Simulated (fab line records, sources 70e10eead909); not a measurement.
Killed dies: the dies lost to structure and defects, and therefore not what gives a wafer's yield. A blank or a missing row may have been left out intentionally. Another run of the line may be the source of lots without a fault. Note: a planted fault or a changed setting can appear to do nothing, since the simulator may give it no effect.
fab line records	flow nand-harc
record: lots: 6	wafers: 16	last-day: 27
route steps=1159 shown A_CONTACT@930 END@1159
lots with no fault: from the same line, run without faults
start-h: hours from the record's opening day to when the first of the lot's shown wafers began	wait-h: hours from the lot's prior step to this one	" as in the row above	L1.1+2: a single row standing in for several wafers	- no value, or no start given	* or withheld: withheld	< > ~ a bound
route shown NAME@n: names a module that has steps shown in the file, with the first one's number in the route	usual: the fault-free wafers' mean and standard deviation	same: alike in all rows	chamber/n: place in a boat	sites: each site's reading	_std_site: the standard deviation of these	_edge_site: mean of outer sites minus mean of inner sites	radius-mm: how far each site lies from the wafer's centre	mask NAME#n: copy n	behind: the tool/chamber that last shaped the wafer	hold: why the lot went on hold/how many hours it stayed there/how the hold came to an end	device: transistor that didn't switch, given as n, p or np	end of line: the tests these same wafers got at the end of their route	step lacking rows: just its recipe	killed: the dies lost at the first sort to structure and to defects; this is not the yield of the wafer	map: a wafer's dies, x killed, . not, _ none there
set.NAME: the setting as run; set.NAME@STEP: as run at that earlier step	model.NAME: the simulator's own value behind a step, which no gauge read
lots at some steps of the route; a table a step, a row a wafer
services: a tool's chamber out of use, with start hour (start-h, from the record's first day; less than 0 if before it), hours out, and reason
== steps ==
step: NHARC_A_CONTACT_SOFTBAKE_03
recipe: temp-c: 105	time-s: 55
step: NHARC_A_CONTACT_EBR_04
step: NHARC_A_CONTACT_EXPOSE_05
recipe: na: 1.35	sigma-outer: 0.8	dose-mj: 84.24	mask-id: A_CC
step: NHARC_A_CONTACT_PEB_06
recipe: peb-temp-c: 100	peb-time-s: 65
step: NHARC_A_CONTACT_DEVELOP_07
recipe: develop-time-s: 35	dev-temp-c: 23
step: NHARC_A_CONTACT_CD_MEAS_08
recipe: target-cd-nm: 100	landing-energy-ev: 500
usual: cd-nm: 100.0/0.45
lot.wafer	tool	chamber	start-h	wait-h	cd-nm
L723.1	cd-sem-03	0	494.30	-	100.5
L723.3	"	0	"	"	100.4
L723.5	"	0	"	"	99.9
L724.1	cd-sem-01	0	494.54	-	100.5
L724.2	"	0	"	"	99.8
L724.4	"	0	"	"	99.9
L721.1	cd-sem-01	0	511.02	-	99.9
L721.3	"	0	"	"	100.0
L728.1	cd-sem-03	0	523.00	-	99.7
L728.3	"	0	"	"	99.6
L735.2	cd-sem-03	0	552.34	-	99.4
L735.3	"	0	"	"	100.0
L735.4	"	0	"	"	100.1
L737.1	cd-sem-01	0	557.46	-	100.1
L737.3	"	0	"	"	100.0
L737.4	"	0	"	"	99.5
step: NHARC_A_CONTACT_OVL_MEAS_09
usual: overlay-x-nm: 0.0/0.98	overlay-y-nm: -0.1/0.8
lot.wafer	tool	chamber	start-h	wait-h	overlay-x-nm	overlay-y-nm
L723.1	overlay-01	-	494.39	-	1.6	0.0
L723.3	"	-	"	"	2.3	-0.2
L723.5	"	-	"	"	1.8	0.3
L724.1	overlay-01	-	494.63	-	-1.0	0.4
L724.2	"	-	"	"	-0.9	0.2
L724.4	"	-	"	"	-0.8	-0.2
L721.1	overlay-02	-	511.11	-	-1.0	0.5
L721.3	"	-	"	"	-0.3	0.0
L728.1	overlay-02	-	523.09	-	-0.6	-1.5
L728.3	"	-	"	"	-0.2	-1.4
L735.2	overlay-02	-	552.42	-	-0.6	-0.7
L735.3	"	-	"	"	-0.3	-0.6
L735.4	"	-	"	"	0.0	-0.8
L737.1	overlay-01	-	557.56	-	-0.2	-0.1
L737.3	"	-	"	"	-0.7	-0.2
L737.4	"	-	"	"	-0.1	-0.5
step: NHARC_A_CONTACT_INSPECT_10
usual: raw-defect-count: 29/14
lot.wafer	tool	chamber	start-h	wait-h	raw-defect-count
L723.1	defect-inspect-02	-	494.43	0.0	30
L723.3	"	-	"	"	32
L723.5	"	-	"	"	29
L724.1	defect-inspect-02	-	494.66	0.0	8
L724.2	"	-	"	"	13
L724.4	"	-	"	"	11
L721.1	defect-inspect-01	-	511.15	0.0	16
L721.3	"	-	"	"	12
L728.1	defect-inspect-02	-	523.12	0.0	25
L728.3	"	-	"	"	32
L735.2	defect-inspect-02	-	552.46	0.0	13
L735.3	"	-	"	"	14
L735.4	"	-	"	"	20
L737.1	defect-inspect-01	-	557.59	0.0	40
L737.3	"	-	"	"	37
L737.4	"	-	"	"	30
step: NHARC_A_CONTACT_DESCUM_13
recipe: time-s: 3	o2-flow-sccm: 200	ar-flow-sccm: 0	bias-power-w: 0	chemistry: O2
usual: drypump-motor-current-A: 5.6/0.38	oes-product-au: 1.002/0.0071	rf-vpp-V: 57.6/0.95	showerhead-plenum-p-Torr: 1.88/0.081	throttle-valve-pct: 11.312/0.0094
same: bias-power-w: 0
lot.wafer	tool	chamber	start-h	wait-h	drypump-motor-current-A	oes-product-au	rf-hours-counter-h	rf-vpp-V	showerhead-plenum-p-Torr	throttle-valve-pct
L723.3	rie-diel-04	3	494.49	0.1	5.0	1.006	4	57.0	1.92	11.325
L723.1	"	2	"	"	5.7	0.988	3	56.1	1.88	11.310
L723.5	"	3	"	"	5.0	0.992	-	57.5	1.91	11.318
L724.4	rie-diel-13	0	494.72	0.1	5.4	1.003	9	57.3	1.93	11.306
L724.1	"	1	"	"	5.4	1.008	15	56.8	1.84	11.300
L724.2	"	2	"	"	5.7	0.999	16	56.2	1.78	11.312
L721.3	rie-diel-04	1	511.21	0.1	5.8	1.003	5	57.7	1.89	11.301
L721.1	"	2	"	"	5.7	1.001	8	56.8	1.88	11.309
L728.3	rie-diel-04	0	523.20	0.1	5.6	0.998	12	55.8	1.78	11.313
L728.1	"	1	"	"	5.9	0.993	8	57.3	1.89	11.313
L735.2	rie-diel-13	2	552.59	0.1	5.7	0.994	39	57.4	1.77	11.323
L735.3	"	3	"	"	6.5	1.002	38	56.8	2.04	11.297
L735.4	"	0	"	"	5.4	1.006	30	56.8	1.92	11.300
L737.3	rie-diel-13	2	557.65	0.1	5.7	1.000	42	56.4	1.77	11.299
L737.1	"	3	"	"	6.5	1.006	41	59.5	2.04	11.322
L737.4	"	1	"	"	5.4	1.000	41	56.0	1.84	11.311
step: NHARC_A_CONTACT_ETCH_88
recipe: target-depth-a: 390	over-etch-frac: 0.3	time-s: 65	ion-energy-ev: 80	cf4-flow-sccm: 150	ar-flow-sccm: 0	rf-w: 300	bias-w: 100	chemistry: CF4
usual: bias-w: 100.0/0.32	drypump-motor-current-A: 5.6/0.38	oes-product-au: 1.002/0.0074	rf-fwd-power-W: 297.2/1.3	rf-vpp-V: 151.0/1.2	showerhead-plenum-p-Torr: 1.74/0.071	throttle-valve-pct: 13.283/0.0092
lot.wafer	tool	chamber	start-h	wait-h	bias-w	drypump-motor-current-A	oes-product-au	rf-fwd-power-W	rf-hours-counter-h	rf-vpp-V	showerhead-plenum-p-Torr	throttle-valve-pct
L723.1	rie-diel-04	3	494.60	0.1	99.2	5.0	1.004	297.0	4	151.9	1.77	13.286
L723.3	"	0	"	"	100.5	5.6	1.001	297.6	4	149.8	1.66	13.283
L723.5	"	3	"	"	99.9	4.9	1.010	296.0	-	153.1	1.77	13.290
L724.4	rie-diel-13	0	494.86	0.1	99.8	5.4	0.986	294.3	9	151.6	1.78	13.287
L724.1	"	1	"	"	100.2	5.3	0.997	297.4	15	149.7	1.71	13.265
L724.2	"	2	"	"	100.2	5.7	1.010	296.5	16	149.4	1.65	13.279
L721.3	rie-diel-04	2	511.30	0.1	100.2	5.6	1.013	295.0	8	151.2	1.74	13.281
L721.1	"	0	"	"	100.1	5.6	1.010	298.6	9	149.3	1.66	13.292
L728.3	rie-diel-04	1	523.28	0.1	100.1	5.9	0.998	299.7	8	152.0	1.75	13.284
L728.1	"	3	"	"	100.2	4.9	0.997	296.5	11	152.1	1.77	13.292
L735.4	rie-diel-13	0	552.81	0.2	99.7	5.4	1.000	295.6	30	150.7	1.78	13.268
L735.3	"	1	"	"	99.7	5.3	1.002	298.8	37	151.7	1.70	13.277
L735.2	"	2	"	"	100.0	5.7	0.999	297.0	39	149.4	1.65	13.286
L737.1	rie-diel-13	1	557.87	0.2	99.9	5.3	1.006	297.1	41	151.7	1.70	13.291
L737.4	"	2	"	"	99.7	5.7	1.011	296.6	42	150.2	1.64	13.277
L737.3	"	3	"	"	99.9	6.5	1.007	298.5	41	152.6	1.88	13.276
step: NHARC_A_CONTACT_ETCH_89
recipe: target-depth-a: 2600	over-etch-frac: 0.3	time-s: 475.3	ion-energy-ev: 200	n2-flow-sccm: 150	h2-flow-sccm: 150	ar-flow-sccm: 0	rf-w: 400	bias-w: 150	chemistry: N2/H2
usual: bias-w: 149.9/0.44	drypump-motor-current-A: 5.7/0.37	h2-flow-sccm: 150.0/0.45	oes-product-au: 1.001/0.0071	rf-fwd-power-W: 399.3/1.3	rf-vpp-V: 429.3/2.6	showerhead-plenum-p-Torr: 2.00/0.091	throttle-valve-pct: 14.170/0.0086
lot.wafer	tool	chamber	start-h	wait-h	bias-w	drypump-motor-current-A	h2-flow-sccm	oes-product-au	rf-fwd-power-W	rf-hours-counter-h	rf-vpp-V	showerhead-plenum-p-Torr	throttle-valve-pct
L723.1	rie-diel-04	0	-	-	150.0	5.5	150.9	1.000	399.8	4	425.7	1.90	14.158
L723.3	"	2	"	"	150.5	5.7	149.5	1.005	398.6	3	430.0	2.00	14.176
L723.5	"	2	"	"	150.1	5.6	149.5	0.999	399.6	-	430.0	2.00	14.167
L724.2	rie-diel-13	2	-	-	149.9	5.7	149.6	0.994	400.3	16	425.0	1.89	14.175
L724.1	"	3	"	"	150.3	6.5	150.7	0.997	400.9	16	435.7	2.19	14.161
L724.4	"	1	"	"	150.1	5.3	150.2	1.017	399.3	15	428.3	1.96	14.192
L721.1	rie-diel-04	1	-	-	149.3	5.9	150.3	0.996	401.3	5	427.8	2.02	14.170
L721.3	"	2	"	"	149.4	5.6	150.2	0.993	398.1	8	429.7	2.00	14.188
L728.1	rie-diel-04	1	-	-	150.1	5.9	150.1	0.996	400.0	8	430.0	2.02	14.178
L728.3	"	3	"	"	149.8	5.0	150.0	1.002	398.6	11	430.5	2.04	14.161
L735.2	rie-diel-13	3	-	-	149.7	6.5	150.1	1.006	400.2	38	433.8	2.18	14.172
L735.3	"	0	"	"	149.6	5.4	150.6	0.999	400.6	30	429.8	2.05	14.176
L735.4	"	1	"	"	149.5	5.3	150.4	1.008	401.2	37	429.0	1.96	14.158
L737.1	rie-diel-13	2	-	-	150.1	5.7	150.0	1.008	398.5	43	426.5	1.88	14.166
L737.3	"	3	"	"	150.1	6.6	150.1	1.001	398.8	41	434.0	2.18	14.179
L737.4	"	0	"	"	150.5	5.4	150.0	1.006	401.0	34	430.4	2.05	14.164
step: NHARC_A_CONTACT_ETCH_30
recipe: target-depth-a: 605	time-s: 30.2	cf4-flow-sccm: 100	chf3-flow-sccm: 30	ar-flow-sccm: 0	rf-w: 500	bias-w: 200	chemistry: CF4/CHF3
usual: bias-w: 200.1/0.61	drypump-motor-current-A: 5.6/0.38	oes-product-au: 0.934/0.016	rf-fwd-power-W: 492.2/2.8	rf-vpp-V: 369.6/2.2	showerhead-plenum-p-Torr: 1.55/0.064	throttle-valve-pct: 16.803/0.0088
lot.wafer	tool	chamber	start-h	wait-h	bias-w	drypump-motor-current-A	oes-product-au	rf-fwd-power-W	rf-hours-counter-h	rf-vpp-V	showerhead-plenum-p-Torr	throttle-valve-pct
L723.3	rie-diel-04	0	-	-	199.8	5.6	0.924	492.9	4	369.0	1.47	16.805
L723.1	"	3	"	"	200.8	5.0	0.916	495.9	4	371.7	1.57	16.815
L723.5	"	3	"	"	199.6	5.0	0.918	494.3	-	369.7	1.58	16.809
L724.4	rie-diel-13	2	-	-	200.0	5.7	0.923	489.5	16	369.1	1.47	16.792
L724.1	"	3	"	"	199.4	6.5	0.926	494.1	16	375.0	1.68	16.786
L724.2	"	0	"	"	200.3	5.4	0.930	489.7	10	370.0	1.59	16.801
L721.1	rie-diel-04	1	-	-	199.1	5.8	0.941	497.9	5	369.8	1.56	16.807
L721.3	"	2	"	"	200.5	5.6	0.925	489.4	8	369.6	1.55	16.795
L728.3	rie-diel-04	0	-	-	201.0	5.5	0.924	497.6	13	365.8	1.47	16.817
L728.1	"	2	"	"	200.3	5.6	0.934	488.0	11	369.9	1.55	16.807
L735.3	rie-diel-13	0	-	-	199.2	5.4	0.959	488.6	31	371.0	1.58	16.802
L735.4	"	1	"	"	200.5	5.3	0.943	491.5	38	369.0	1.52	16.803
L735.2	"	2	"	"	200.3	5.7	0.942	493.7	40	366.9	1.46	16.791
L737.4	rie-diel-13	3	-	-	200.4	6.6	0.935	490.5	41	373.0	1.67	16.788
L737.3	"	0	"	"	199.4	5.4	0.919	490.3	35	370.8	1.58	16.797
L737.1	"	1	"	"	201.1	5.3	0.922	490.9	42	368.6	1.51	16.802
step: NHARC_A_CONTACT_ETCH_31
recipe: target-depth-a: 20000	over-etch-frac: 0.3	time-s: 520	ion-energy-ev: 150	o2-flow-sccm: 400	cos-flow-sccm: 20	ar-flow-sccm: 0	rf-w: 500	bias-w: 300	chemistry: O2/COS
usual: bias-w: 299.9/0.87	drypump-motor-current-A: 5.7/0.4	oes-product-au: 1.001/0.0068	rf-fwd-power-W: 499.4/1.5	rf-vpp-V: 313.5/2	showerhead-plenum-p-Torr: 3.08/0.13	throttle-valve-pct: 28.330/0.0089
lot.wafer	tool	chamber	start-h	wait-h	bias-w	drypump-motor-current-A	oes-product-au	rf-fwd-power-W	rf-hours-counter-h	rf-vpp-V	showerhead-plenum-p-Torr	throttle-valve-pct
L723.1	rie-diel-04	2	495.19	-	300.0	5.6	0.997	499.2	4	312.3	3.07	28.331
L723.3	"	3	"	"	299.1	5.0	0.992	500.6	4	314.3	3.12	28.316
L723.5	"	2	"	"	299.7	5.7	0.997	499.0	-	313.0	3.07	28.333
L724.2	rie-diel-13	2	495.38	-	300.9	5.7	0.994	498.0	16	310.7	2.91	28.334
L724.1	"	0	"	"	299.0	5.4	0.999	501.5	10	314.1	3.15	28.325
L724.4	"	1	"	"	301.1	5.4	0.997	497.8	15	312.3	3.02	28.335
L721.3	rie-diel-04	0	511.85	-	299.8	5.6	0.999	500.1	10	311.6	2.92	28.329
L721.1	"	2	"	"	301.3	5.6	0.845	498.0	8	314.8	3.07	28.337
L728.3	rie-diel-04	0	524.29	-	300.0	5.6	1.012	500.7	13	311.2	2.92	28.334
L728.1	"	2	"	"	300.9	5.6	0.852	496.9	11	312.6	3.07	28.336
L735.4	rie-diel-13	2	553.70	-	298.3	5.7	1.003	502.4	40	310.0	2.90	28.326
L735.3	"	3	"	"	298.9	6.6	0.995	499.4	39	318.0	3.32	28.326
L735.2	"	0	"	"	300.2	5.4	1.004	497.5	31	315.2	3.14	28.330
L737.1	rie-diel-13	2	559.07	-	299.5	5.7	1.008	498.9	43	310.1	2.90	28.330
L737.4	"	0	"	"	299.5	5.4	1.002	497.2	35	314.1	3.14	28.329
L737.3	"	1	"	"	301.3	5.3	1.001	498.0	42	312.4	3.00	28.320
step: NHARC_A_CONTACT_ETCH_134
recipe: source-w: withheld	pressure-mtorr: 20	bias-v: withheld	time-s: 140	target-depth-a: 7000	ar-flow-sccm: withheld	c4f8-flow-sccm: withheld	o2-flow-sccm: withheld	chemistry: C4F8/O2/Ar
lot.wafer	tool	chamber	start-h	wait-h	rf-hours-counter-h
L723.1	har-cap-etch-03	0	495.70	-	96
L723.3	"	1	"	"	-
L723.5	"	0	"	"	-
L724.1	har-cap-etch-01	1	495.77	-	67
L724.2	"	0	"	"	67
L724.4	"	1	"	"	-
L721.1	har-cap-etch-01	0	512.25	-	71
L721.3	"	0	"	"	-
L728.1	har-cap-etch-01	0	524.69	-	75
L728.3	"	1	"	"	-
L735.2	har-cap-etch-01	0	554.63	-	82
L735.4	"	0	"	"	-
L735.3	"	1	"	"	-
L737.1	har-cap-etch-01	0	560.22	-	85
L737.4	"	1	"	"	-
L737.3	"	0	"	"	-
step: NHARC_END_SORT_01
recipe: temp-c: 25
usual: killed-at-array: 28/11	killed-at-other: 0.9/1.2	killed-at-periphery: 2.6/2.1	killed-dies: 31/11	killed-open: 3.1/1.7	killed-short: 1.9/1.3
same: gross-dies: 677
lot.wafer	tool	chamber	start-h	wait-h	killed-at-array	killed-at-other	killed-at-periphery	killed-dies	killed-open	killed-short
L724.4	prober-01	0	559.19	3.4	15	1	2	18	5	1
L721.1	prober-02	0	572.34	2.5	545	0	3	548	4	1
L728.1	prober-01	0	601.47	2.5	588	1	5	594	5	2
killed by level:class
L724.4 A_CHANNEL_HOLE_D1:chamber-film-flake=5 A_WL_FILL:chamber-film-flake=3 P_CONTACT:geometric-particle:open=2 A_CONTACT:chamber-film-flake=2 A_CHANNEL_FILL_D1:geometric-particle:open=1 A_WL_FILL:geometric-particle:open=1 A_CONTACT:geometric-particle:open=1 A_CONTACT:geometric-particle:short=1
L721.1 A_CONTACT:area-etch=532 A_STAIRCASE:chamber-film-flake=3 A_CONTACT:chamber-film-flake=3 P_CONTACT:geometric-particle:open=2 A_CHANNEL_HOLE_D1:chamber-film-flake=2 A_ONON_D1:geometric-particle:open=1 A_CHANNEL_FILL_D1:geometric-particle:open=1 A_CONTACT:geometric-particle:short=1
L728.1 A_CONTACT:area-etch=556 A_CHANNEL_HOLE_D1:chamber-film-flake=19 P_M1:chamber-film-flake=4 A_M1:chamber-film-flake=3 A_CONTACT:geometric-particle:open=2 A_CONTACT:chamber-film-flake=2 A_ONON_D1:geometric-particle:short=1 A_SGD_CUT:geometric-particle:open=1
map L721.1 (x killed, . not)
____________x____________
_________xxxxxxx_________
_______xxxxxxxxxxx_______
______xxxxxxxxxxxxx______
_____xxxxxxxxxxxxxxx_____
____xxxxxxx.xxxxxxxx.____
____xxxxxx.xxxxxxx.xx____
___xxxxxxxxxxxxxx.xxxx___
___xxxxxxxxxxxxxxxxxxx___
__xxxxxxxxxx...xx.xxxxx__
__x.xxx.xxxxx.xx.xxxxxx__
_xxxxxxxxx.xxxxx.xx..xxx_
_xxx.x.xxxxx.xxxxx..xxxx_
_.xxxx.x.x..xx..xxx...xx_
_xxxxxxxx.x..x.xx.xxxxxx_
_xxxx.xxxx.x.xx.xxxxxxxx_
x.xxxxx..x..xxxxx.xx.x.xx
xxxx.xxxxxxxx..xxxxxxxxxx
xxxxxx.xxxx.....x.xxxxxxx
xxxxxxx..xx.x.xxxxxxx.xxx
xxxx....x.x.x...x.x.xxxxx
_xxxxxx.xxxxxx.x.x.xx.xx_
_xxxxx.x.xx.xx.xx...xx.x_
_xxxxxxxxxx.x.xxx.xxxxxx_
_xxxxx.xx.x....x...xxxxx_
_xxxxxx..xx.x.x..x.xxxxx_
__xxxxxxx..xxx.xxxxxxxx__
__xxxx..xxxxx...xxxxx.x__
___xxxxxxxxxxxxxx.xxxx___
___xxxxxxx.xxxx.xxxxxx___
____x..xxxxx..x.xxxxx____
____xxxxxxxxxxxxx.xxx____
_____xxxxx.xxxxxxxxx_____
______xxxx.xxxxxxxx______
_______xxx.xxxxxxx_______
_________xxxx.xx_________
____________x____________
map L728.1 (x killed, . not)
____________x____________
_________xxxxxxx_________
_______xxxxxxxxxxx_______
______xxxxxxxxxxxxx______
_____xxxxxxxxxxxxxxx_____
____xxxxxxxxxxxxxxxxx____
____xxxxxxxxxxxxxxxxx____
___xxxxxxxxxxxxxxxxxxx___
___xxxxxxxxxxxxxxxxxxx___
__xxxxxxxxxxxxxxxxxxxxx__
__xxxxxxxxxx.xxx.xxx.xx__
_xxx.xxxx..xxxxxxxxxxxxx_
_xxxxxxxxxxxxxx.xxxxxxxx_
_xxxxxx...xxx.xxxxxxxxxx_
_xxxxxxxxxxxxxxxxxxxxxxx_
_xxxxxxxx.xxxx.xxxxxxxx._
xxxxxxxxxxxxxxxxxxxxxx.xx
xxx.xxxxxx.xxx.xxxxxxxxxx
x.xxxxxxxxxxxxxxxx.xxx.xx
xx.x.xx.xxx..xx..xxxxxxxx
xxxxxxxxx.x..xxx.xxxxxx.x
_xxxxxxxxxxxxxx.xxxxxxxx_
_xxxx.xx.x..x.xxxxxxxxxx_
_xxxxxxx.xx.xxxxx.xxxxxx_
_xxxx.xxxxx.x.xxxxxx.xxx_
_xxxxx.xx.x.xxxxxxxxxxxx_
__xxx.xxxx..xxx.xxxxx.x__
__xxxxxxxx.xxxx.xxxx.xx__
___xx.xx.x.x.xxx.xxxxx___
___x.xxxxxxx.xxxxxxxxx___
____.xx.x.xx.xxx.xxxx____
____.xxxxxxxx.xxx.xx.____
_____x..x..xxx.xxxxx_____
______x.xxx.x.xxxxx______
_______xxxxxxxxx.x_______
_________xxxxxx._________
____________x____________
== services ==
tool	chamber	start-h	hours	kind
rie-diel-04	0	474.98	-	clean
rie-diel-04	1	474.98	-	clean
rie-diel-04	2	474.98	-	clean
rie-diel-04	3	474.98	-	clean
rie-diel-04	1	479.75	6.5	repair
rie-diel-13	0	486.70	-	clean
rie-diel-13	1	486.70	-	clean
rie-diel-13	2	486.70	-	clean
rie-diel-13	3	486.70	-	clean
rie-diel-04	1	494.32	8.7	repair
rie-diel-04	0	499.67	-	clean
rie-diel-04	2	499.67	-	clean
rie-diel-04	3	499.67	-	clean
rie-diel-13	0	511.22	-	clean
rie-diel-13	1	511.22	-	clean
rie-diel-13	2	511.22	-	clean
rie-diel-13	3	511.22	-	clean
rie-diel-04	0	524.17	-	clean
rie-diel-04	1	524.17	-	clean
rie-diel-13	0	535.72	-	clean
rie-diel-13	1	535.72	-	clean
rie-diel-13	2	535.72	-	clean
rie-diel-13	3	535.72	-	clean
har-cap-etch-03	-	545.00	17.0	pm
== key ==
first-sign: step: NHARC_A_CONTACT_ETCH_31	reading: oes-product-au	direction: down	sigmas: 22	usual: 1.001	struck: 0.849
effect: step: NHARC_END_SORT_01	reading: killed-at-array	direction: up	sigmas: 50	usual: 28	struck: 566
more-kills-born-at: NHARC_A_CONTACT_ETCH_31@rie-diel-04: 1088
met-at NHARC_A_CONTACT_ETCH_31
struck-wafers L721.1,L728.1
later-rows-left-out L721.1,L728.1
tester-left-out L721,L728
onset-between 495.19 511.85
fault: kind: process-parameter-drift	tool: rie-diel-04	chamber: -	onset-h: 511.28	steps: NHARC_A_CONTACT_ETCH_31	channel: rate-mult	offset: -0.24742	shape: step	end-h: 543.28	scope: struck-wafers-only
tester-left-out: of these lots the tester's yield and bins aren't shown, on N5 and GAA mostly nor the transistor test; their killed dies are dies lost to structure and defects alone, not to doping, threshold or leakage, so they don't give the yield
later-rows-left-out: the simulator's readings of these wafers behind a module that went badly wrong aren't trusted and aren't shown, but for the sort
